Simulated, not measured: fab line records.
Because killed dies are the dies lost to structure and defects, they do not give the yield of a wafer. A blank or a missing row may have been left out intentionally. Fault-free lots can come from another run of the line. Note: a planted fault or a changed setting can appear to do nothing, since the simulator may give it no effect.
Chamber matching | flow nand harc | cmp-02 running NHARC_P_BONDPAD_CMP_32: 4 sister chambers
The step polishes SiCN, target thk 200 nm. 14 wafers are shown with their chamber, then 7 later ones without.

## WAFERS PAIRED WITH THEIR CHAMBERS
wafer  | chamber | motor current A (A) | slurry filter dp kPa (kPa)
L080.1 | 1       | 11.6                | 13.19
L080.2 | 3       | 10.9                | 13.72
L080.3 | 0       | 13.7                | 13.31
L081.1 | 1       | 11.9                | 13.49
L081.3 | 3       | 10.9                | 13.39
L081.6 | 0       | 13.8                | 13.56
L089.1 | 3       | 10.9                | 13.14
L089.2 | 2       | 11.3                | 13.70
L089.5 | 0       | 13.6                | 13.52
L093.2 | 3       | 10.5                | 13.59
L093.3 | 1       | 12.5                | 13.50
L093.5 | 1       | 11.5                | 13.35
L094.3 | 3       | 10.6                | 13.56
L094.4 | 1       | 11.5                | 13.38

SIGNATURES (means of the wafers above)
reading              | chamber 0 | chamber 1 | chamber 2 | chamber 3 | scatter within a chamber
motor current A      | 13.700    | 11.800    | 11.300    | 10.760    | 0.299
slurry filter dp kPa | 13.4633   | 13.3820   | 13.7000   | 13.4800   | 0.173
Rule: for a wafer and a chamber, the distance is found by dividing, reading by reading, the gap between the wafer's reading and the chamber's mean by the reading's scatter, squaring, summing and taking the root. If the next closest chamber is less than 2 further off than the closest, the wafer can't be placed; otherwise it belongs to the closest. How the scatter is found: for the shown wafers, subtract from each reading the mean of its chamber, square and add these, divide the total by (wafers less chambers), then take the root.

## WAFERS WITHOUT THEIR CHAMBER
wafer  | motor current A (A) | slurry filter dp kPa (kPa)
L094.6 | 11.9                | 13.67
L095.1 | 10.9                | 13.68
L095.4 | 11.6                | 13.65
L095.5 | 13.1                | 13.38
L097.3 | 12.1                | 13.73
L097.4 | 10.7                | 13.53
L097.6 | 13.6                | 13.60

## CHAMBER TAKEN BY EACH
wafer  | from the rows above          | in truth
L094.6 | can't be placed: 1 or 2      | 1
L095.1 | can't be placed: 3 or 2      | 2
L095.4 | can't be placed: 2 or 1 or 3 | 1
L095.5 | 0                            | 0
L097.3 | can't be placed: 1 or 2      | 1
L097.4 | can't be placed: 3 or 2      | 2
L097.6 | 0                            | 0
Placed correctly: 2 of 7. These rows do not allow placing 5 (true chamber among the candidates in 5). Placed wrongly: 0.
